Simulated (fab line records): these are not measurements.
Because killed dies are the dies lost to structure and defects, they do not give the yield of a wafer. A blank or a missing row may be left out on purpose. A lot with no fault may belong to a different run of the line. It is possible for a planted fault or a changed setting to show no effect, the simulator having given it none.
Lot-split experiment -- flow n5_finfet -- route with 1938 steps; 7 lots, 39 wafers read

## SPLIT DETAILS
At N5_PASSIVATION_SPUTTER_20 (material TaN, target thk 50 nm), the setting target_thk_a was moved away from the recipe's 500 angstrom on 15 of the 39 wafers read, by -46.8% to +58.3%. This setting was run at the recipe's value on the other wafers.

The reading is taken at the split's own step.

## THE READING
TaN_of_PASSIVATION_SPUTTER_20.thk_nm (the simulator's own value, which no gauge read), in nm, at N5_PASSIVATION_SPUTTER_20 (material TaN, target thk 50 nm). The file gives no usual value for it. Average 50.1 nm, standard deviation 0.61 nm, over the 24 wafers here run with the recipe.

wafer,"tool, chamber at the split","target_thk_a as run, angstrom",against the recipe,"TaN_of_PASSIVATION_SPUTTER_20.thk_nm, nm",against lot-mates on the recipe
L074.1,"pvd_sputter-03, -",266,-46.8%,26.2,-23.5
L074.2,"pvd_sputter-03, -",500,recipe,49.4,-
L074.3,"pvd_sputter-03, -",266,-46.8%,26.4,-23.3
L074.4,"pvd_sputter-03, -",500,recipe,50,-
L074.5,"pvd_sputter-03, -",500,recipe,49.8,-
L074.6,"pvd_sputter-03, -",266,-46.8%,26.6,-23.1
L077.2,"pvd_sputter-03, -",500,recipe,50.2,-
L077.4,"pvd_sputter-03, -",500,recipe,50,-
L077.6,"pvd_sputter-03, -",500,recipe,50,-
L079.1,"pvd_sputter-02, -",500,recipe,50.6,-
L079.6,"pvd_sputter-02, -",500,recipe,50.6,-
L079.2,"pvd_sputter-02, -",500,recipe,50.8,-
L079.3,"pvd_sputter-02, -",791.3,+58.3%,80.2,+29.5
L079.4,"pvd_sputter-02, -",791.3,+58.3%,80,+29.3
L079.5,"pvd_sputter-02, -",791.3,+58.3%,80,+29.3
L081.1,"pvd_sputter-01, -",326.6,-34.7%,31.8,-17.0
L081.2,"pvd_sputter-01, -",500,recipe,48.8,-
L081.3,"pvd_sputter-01, -",326.6,-34.7%,31.6,-17.2
L081.4,"pvd_sputter-01, -",326.6,-34.7%,31.6,-17.2
L081.5,"pvd_sputter-01, -",500,recipe,48.6,-
L081.6,"pvd_sputter-01, -",500,recipe,49,-
L084.1,"pvd_sputter-01, -",500,recipe,49.6,-
L084.2,"pvd_sputter-01, -",500,recipe,50.2,-
L084.3,"pvd_sputter-01, -",500,recipe,50,-
L084.4,"pvd_sputter-01, -",500,recipe,50,-
L084.5,"pvd_sputter-01, -",500,recipe,50,-
L084.6,"pvd_sputter-01, -",500,recipe,50,-
L085.1,"pvd_sputter-02, -",500,recipe,51,-
L085.2,"pvd_sputter-02, -",500,recipe,50.4,-
L085.3,"pvd_sputter-02, -",500,recipe,50.8,-
L085.4,"pvd_sputter-02, -",339.2,-32.2%,34.8,-15.9
L085.5,"pvd_sputter-02, -",339.2,-32.2%,34.8,-15.9
L085.6,"pvd_sputter-02, -",339.2,-32.2%,34.8,-15.9
L094.1,"pvd_sputter-02, -",500,recipe,50.4,-
L094.2,"pvd_sputter-02, -",500,recipe,50.6,-
L094.4,"pvd_sputter-02, -",500,recipe,50.6,-
L094.3,"pvd_sputter-02, -",305.2,-39.0%,31,-19.5
L094.5,"pvd_sputter-02, -",305.2,-39.0%,31.6,-18.9
L094.6,"pvd_sputter-02, -",305.2,-39.0%,31.4,-19.1

THE FIT
A straight line over all 39 wafers: TaN_of_PASSIVATION_SPUTTER_20.thk_nm changes by +0.506 nm for each +1% of target_thk_a; r = +1.00; the points scatter about the line by 0.69 nm.
The same after taking each lot's own level away (the mean of its wafers on the recipe; 39 wafers): +0.5 nm for each +1%; r = +1.00; scatter 0.2 nm.
On that fit, the largest move of target_thk_a shifts the reading by 29 nm.
Across the lots, their own levels run from 48.80 to 50.73 nm, a range of 3.2 times the standard deviation given above.
Consequently the slope shifts little with the lot-to-lot level, the two slopes agreeing.
Check: with one of the wafers moved furthest among these (+58.3%) left out of the fit, the line predicts +29.1 nm for it against its lot-mates. It came out at +29.5 nm against them.

## ADDITIONAL SPLITS CARRIED BY THESE WAFERS
Before the reading, these wafers also passed through other splits. Each is held against what the fit with the lots' levels taken away leaves over:
other split on the same wafers,wafers away from the commonest value,r with TaN_of_PASSIVATION_SPUTTER_20.thk_nm (lot level and that fit taken away)
N5_SD_EPI_P_ETCH_16 target_depth_a,12,+0.15
N5_BEOL_M0_SAQP_PECVD_96 time_s,15,-0.16
N5_BEOL_M3_ETCH_64 time_s,15,+0.06
N5_BEOL_M4_ALD_98 ald_cycles,12,+0.11
N5_BEOL_M5_HM_DEP_02 target_thk_a,6,-0.07
N5_BEOL_M11_ILD_DEP_00 target_thk_a,12,+0.12

## THE FILE'S OWN FIT
TaN_of_PASSIVATION_SPUTTER_20.thk_nm changes by +0.499 nm for each +1% of target_thk_a, r = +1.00.
